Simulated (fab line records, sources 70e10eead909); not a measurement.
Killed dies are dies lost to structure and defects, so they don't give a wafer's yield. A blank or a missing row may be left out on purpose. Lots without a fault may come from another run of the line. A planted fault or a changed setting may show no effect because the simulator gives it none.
A struck lot beside a sound one | flow nand_harc | 15 steps out of a route of 1159
Sound: wafers L461.3, L461.4, L461.6. Struck: wafers L478.2, L478.4, L478.6. The cause comes at the end.
At each step with rows: each side's tool, then ch and its chambers, then its first start. Under that, the readings that differ: sound wafers | struck wafers | difference of the means | sigmas: that difference in standard deviations of wafers without a fault.
alike: readings whose means differ by less than 2 such deviations, and words and numbers that are the same on both sides. not compared: withheld readings, readings that some wafer has no value for, bounds like >300 that may hide the same value, and numbers for which the record gives no deviation and whose values overlap.
The two part at a step that has a row with sigmas, a row that says differs or no value, or rows on one side only. Numbers that don't overlap but have no deviation are shown without sigmas and don't part them. A reading that every wafer of one side lacks parts them only if that side has two wafers or more.

first, 1 step without rows for these wafers: NHARC_P_CONTACT_DESCUM_17 (chemistry O2, time 3 s).
NHARC_P_CONTACT_ETCH_35: etches the open film in CF4, target depth 39 nm, time 65 s.
  sound on rie_diel-08 ch 1,2,3, day 5 13:32; struck on rie_diel-08 ch 0,1,3, day 9 16:38
  alike: bias_w, drypump_motor_current_A, oes_product_au, rf_fwd_power_W, rf_vpp_V, showerhead_plenum_p_Torr, throttle_valve_pct
  not compared: rf_hours_counter_h
NHARC_P_CONTACT_ETCH_36: etches the open film in N2/H2, target depth 260 nm, time 406.25 s.
  sound on rie_diel-08 ch 1,3; struck on rie_diel-08 ch 0,1,2
  alike: bias_w, drypump_motor_current_A, oes_product_au, rf_fwd_power_W, rf_vpp_V, showerhead_plenum_p_Torr, throttle_valve_pct
  not compared: rf_hours_counter_h
then, 3 steps without rows for these wafers: NHARC_P_CONTACT_ETCH_18 (etches the open film in C4F8/O2/Ar, target depth 481 nm, time 240.5 s); NHARC_P_CONTACT_STRIP_37 (strips in C4F8/O2/Ar); NHARC_P_CONTACT_ETCH_31 (etches the open film in CH3F/O2, target depth 30 nm, time 85.7 s).
NHARC_P_CONTACT_CD_MEAS_19:
  sound on cd_sem-03, day 5 14:20; struck on cd_sem-02, day 9 17:26
  alike: cd_nm
NHARC_P_CONTACT_STRIP_28: strips in O2.
  sound on rie_diel-04 ch 0,3, day 5 14:25; struck on rie_diel-08 ch 2,3, day 9 17:31
  alike: drypump_motor_current_A, oes_product_au, rf_vpp_V, showerhead_plenum_p_Torr, throttle_valve_pct
  not compared: rf_hours_counter_h
then, 1 step without rows for these wafers: NHARC_P_CONTACT_STRIP_29 (strips in post etch residue remover, time 1200 s).
NHARC_P_CONTACT_DEGAS_38: time 60 s.
  sound on pvd_sputter-01, day 5 15:02; struck on pvd_sputter-02, day 9 18:12
  alike: heater_power_w
then, 2 steps without rows for these wafers: NHARC_P_CONTACT_PRE_CLEAN_39 (time 19.5 s); NHARC_P_CONTACT_PVD_32 (deposits Ti, target thk 5 nm, time 17.7 s).
NHARC_P_CONTACT_ALD_22: deposits TiN, target thk 3 nm, pulse time 1 s, ald cycles 150.
  sound on ald_metal-03 ch 0,2,3, day 5 15:17; struck on ald_metal-03 ch 0,1,2, day 9 18:29
  no value came back on the struck wafers for ald_cycles, heater_power_outer_w (W), heater_power_w (W), precursor_pulse_height_rel; on the sound wafers ald_cycles reads 150 150 150
NHARC_P_CONTACT_CVD_23: deposits W, target thk 200 nm, time 557 s.
  sound on cvd_w-01 ch 0,1; struck on cvd_w-02 ch 0,1
  alike: chamber_pressure_Torr, heater_power_w, mfc_h2_sccm, throttle_valve_pct
-- the record jumps here: 14 days lie between the struck wafers' starts before and after (it left off in module P_CONTACT and takes up again in module END, whose first step shown is number 1159 of the route) --
NHARC_END_SORT_01:
  sound on prober-01 ch 0, day 19 11:59; struck on prober-02 ch 0, day 23 13:20
  reading             | sound    | struck                                                               | difference                   | sigmas
  hold                | - - -    | await_dispo/4.5h/scrap await_dispo/4.5h/scrap await_dispo/4.5h/scrap | no value on the sound wafers |
  killed_at_periphery | 3 4 8    | 572 571 569                                                          | +566                         | +99 or more
  killed_dies         | 29 36 36 | 609 601 596                                                          | +568                         | +64
  alike: killed_at_array, killed_at_other, killed_open, killed_short

WHERE THEY PART
First at NHARC_P_CONTACT_ALD_22; last, within this record, at NHARC_END_SORT_01.

WHY: what the simulator had put in
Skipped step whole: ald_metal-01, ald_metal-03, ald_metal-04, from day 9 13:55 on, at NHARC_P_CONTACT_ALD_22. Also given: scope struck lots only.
